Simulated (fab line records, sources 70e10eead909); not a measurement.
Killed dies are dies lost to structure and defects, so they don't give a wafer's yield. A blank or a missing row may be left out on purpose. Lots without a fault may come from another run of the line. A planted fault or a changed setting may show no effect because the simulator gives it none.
One fault seen from 2 desks | flow nand_harc | each desk has only its own numbers; what lay behind them comes last

THE TOOL OWNER'S DESK: arfi_scanner-02
The tool's own readings at NHARC_A_SLIT_EXPOSE_06 (exposes mask SLIT): means of the sampled wafers that have a number, for each lot that ran on this tool. A lot is out of limits, marked OUT, if its mean lies more than 4 standard deviations from the usual mean; the brackets give that distance.
Columns: A = exposure_dose_mJ_cm2 at NHARC_A_SLIT_EXPOSE_06, usual 60.81
lot  | first seen here | A
L786 | day 16 06:46    | 60.75
L785 | day 16 08:36    | 60.79
L788 | day 16 16:41    | 60.81
L795 | day 18 13:19    | 59.44 (-22) OUT
L798 | day 19 12:02    | 59.59 (-20) OUT
This desk's finding: out of limits on L795, L798; first on L795, day 18 13:19 (exposure_dose_mJ_cm2 at NHARC_A_SLIT_EXPOSE_06). In limits: L786, L785, L788.

THE DEFECT DESK
What the inspections along the route counted, lot by lot: means of the sampled wafers that have a number. A lot is out of limits, marked OUT, if its mean lies more than 4 standard deviations from the usual mean; the brackets give that distance.
Columns: A = raw_defect_count at NHARC_A_SGD_CUT_INSPECT_25, usual 304
lot  | first seen here | A
L778 | day 14 01:44    | 300
L781 | day 14 16:05    | 223
L784 | day 15 15:17    | 320
L783 | day 15 15:31    | 304
L786 | day 16 03:40    | 329
L785 | day 16 03:43    | 283
L788 | day 16 13:54    | 244
L790 | day 17 08:02    | 299
L794 | day 18 04:40    | 319
L793 | day 18 04:46    | 276
L795 | day 18 04:50    | 439
L798 | day 19 08:56    | 441
This desk's finding: nothing out of limits on any of the 12 lots.

PUT TOGETHER
The tool owner's desk could have raised an alarm at day 18 13:19, on L795, L798.
The defect desk saw nothing out of limits.
The defect desk has L795, L798 on record, within its limits.
Of the lots named, all ran NHARC_A_SLIT_EXPOSE_06 on arfi_scanner-02.

WHAT THE SIMULATOR HAD PUT IN
Process parameter drift: arfi_scanner-02, from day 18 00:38 on, at NHARC_A_SLIT_EXPOSE_06. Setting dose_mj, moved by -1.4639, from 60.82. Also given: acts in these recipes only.
Lots struck among those shown: L795, L798.
Hours from the fault's start to each desk's first reading out of limits: the tool owner's desk, 13.
